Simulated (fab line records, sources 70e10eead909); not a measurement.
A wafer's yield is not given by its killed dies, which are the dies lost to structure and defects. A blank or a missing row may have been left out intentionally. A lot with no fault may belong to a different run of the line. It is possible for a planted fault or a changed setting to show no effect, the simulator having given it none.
What tool caused it? -- flow nand_harc -- 36 wafers from 12 lots sampled at 5 of the route's 1302 steps

WHAT THE GAUGES SHOWED, per wafer
NHARC_A_CHANNEL_HOLE_D1_CD_MEAS_18.
lot,measured,on,cd_nm (nm)
L075,day 9 00:20,cd_sem-02,95.5 100.6 100.0
L077,day 10 03:02,cd_sem-03,102.5 97.3 101.8
L079,day 10 14:07,cd_sem-03,94.0 102.2 98.4
L081,day 11 17:19,cd_sem-02,97.2 100.9 98.3
L084,day 12 10:40,cd_sem-02,101.9 97.8 98.0
L085,day 13 01:50,cd_sem-01,100.2 100.4 95.7
L087,day 14 12:05,cd_sem-01,99.9 102.2 100.2
L089,day 14 14:57,cd_sem-01,98.8 99.6 103.1
L091,day 15 16:02,cd_sem-02,100.4 100.3 99.4
L093,day 16 05:56,cd_sem-03,101.7 103.0 99.7
L095,day 17 08:40,cd_sem-02,100.9 100.6 99.2
L097,day 18 00:48,cd_sem-03,98.5 99.0 98.2

WHICH TOOL RAN EACH LOT (tool, then ch and the chambers of the sampled wafers, then the start)
lot,NHARC_P_M1_ETCH_35,NHARC_P_BONDPAD_ETCH_24,NHARC_P_BONDPAD_CMP_19,NHARC_A_CHANNEL_HOLE_D1_DEP_01
L075,"rie_diel-12 ch 0,1,2, day 6 19:21","rie_diel-05 ch 0,2,3, day 7 06:14 or earlier","cmp-03 ch 0,2,3, day 7 06:14","pecvd-01 ch 0,1,2, day 8 22:20"
L077,"rie_diel-03 ch 2,3, day 7 20:15","rie_diel-01 ch 1,2,3, day 8 07:59 or earlier","cmp-04 ch 0,2,3, day 8 07:59","pecvd-03 ch 0,2, day 10 01:11"
L079,"rie_diel-03 ch 0,2,3, day 8 08:53","rie_diel-01 ch 0,1, day 8 19:26 or earlier","cmp-04 ch 1,2,3, day 8 19:26","pecvd-03 ch 0,2, day 10 12:11"
L081,"rie_diel-03 ch 2,3, day 9 06:19","rie_diel-04 ch 0,2,3, day 9 16:55 or earlier","cmp-03 ch 2,3, day 9 16:55","pecvd-03 ch 0,1,2, day 11 15:18"
L084,"rie_diel-12 ch 0,1,3, day 10 06:04","rie_diel-01 ch 0,1,2, day 10 16:44 or earlier","cmp-04 ch 0,1,3, day 10 16:44","pecvd-01 ch 1,2, day 12 08:22"
L085,"rie_diel-12 ch 0,2,3, day 10 18:07","rie_diel-05 ch 0,1,2, day 11 04:49 or earlier","cmp-04 ch 0,1, day 11 04:49","pecvd-03 ch 0,1,2, day 12 23:57"
L087,"rie_diel-07 ch 0,1,2, day 12 08:24","rie_diel-05 ch 0,1, day 12 18:56 or earlier","cmp-04 ch 2,3, day 12 18:56","pecvd-04 ch 1,2, day 14 10:04"
L089,"rie_diel-03 ch 1,2,3, day 12 10:27","rie_diel-05 ch 0,2,3, day 12 21:12 or earlier","cmp-03 ch 0,1,2, day 12 21:12","pecvd-03 ch 0,1, day 14 13:04"
L091,"rie_diel-12 ch 1,2,3, day 13 09:26","rie_diel-04 ch 0,1,2, day 13 20:08 or earlier","cmp-02 ch 1,2, day 13 20:08","pecvd-03 ch 0,1, day 15 14:01"
L093,"rie_diel-03 ch 2,3, day 14 01:14","rie_diel-01 ch 0,2,3, day 14 11:58 or earlier","cmp-04 ch 1,2,3, day 14 11:58","pecvd-03 ch 1,2, day 16 03:57"
L095,"rie_diel-03 ch 0,1, day 15 00:49","rie_diel-04 ch 1,3, day 15 11:37 or earlier","cmp-03 ch 0,1,2, day 15 11:37","pecvd-03 ch 0,2, day 17 06:39"
L097,"rie_diel-03 ch 0,1,3, day 15 17:45","rie_diel-01 ch 1,2,3, day 16 04:29 or earlier","cmp-04 ch 0,1,2, day 16 04:29","pecvd-03 ch 1,2, day 17 22:55"
- NHARC_P_M1_ETCH_35: etches the open film in N2/H2, target depth 40 nm, overetch 12 nm, time 43.94 s.
- NHARC_P_BONDPAD_ETCH_24: etches the open film in CF4/N2, target depth 30 nm, time 72.99 s.
- NHARC_P_BONDPAD_CMP_19: polishes, t overpolish 30 s, cu recess touch 16 s, target thk 160.81 nm.
- NHARC_A_CHANNEL_HOLE_D1_DEP_01: deposits SiON, target thk 140 nm.

THE ANSWER, worked out from the rows above alone
Rule: usual is defined by the lots themselves. The widest of any qualifying gaps counts: lots, ordered by their means at a reading, are off when they make up no more than a third of the lots, leave a main group of 4 or more, and stand apart from it by 3 or more times the standard deviation of that group's means. A main group is skipped when, at the precision printed for the reading in the tables above, its means are all equal. A lot without any number at a reading at which 4 lots or more have one is off too. The other lots that the step has rows for count as sound.
Nothing can be told from this: no lot is off at any reading shown.

WHAT THE SIMULATOR HAD PUT IN
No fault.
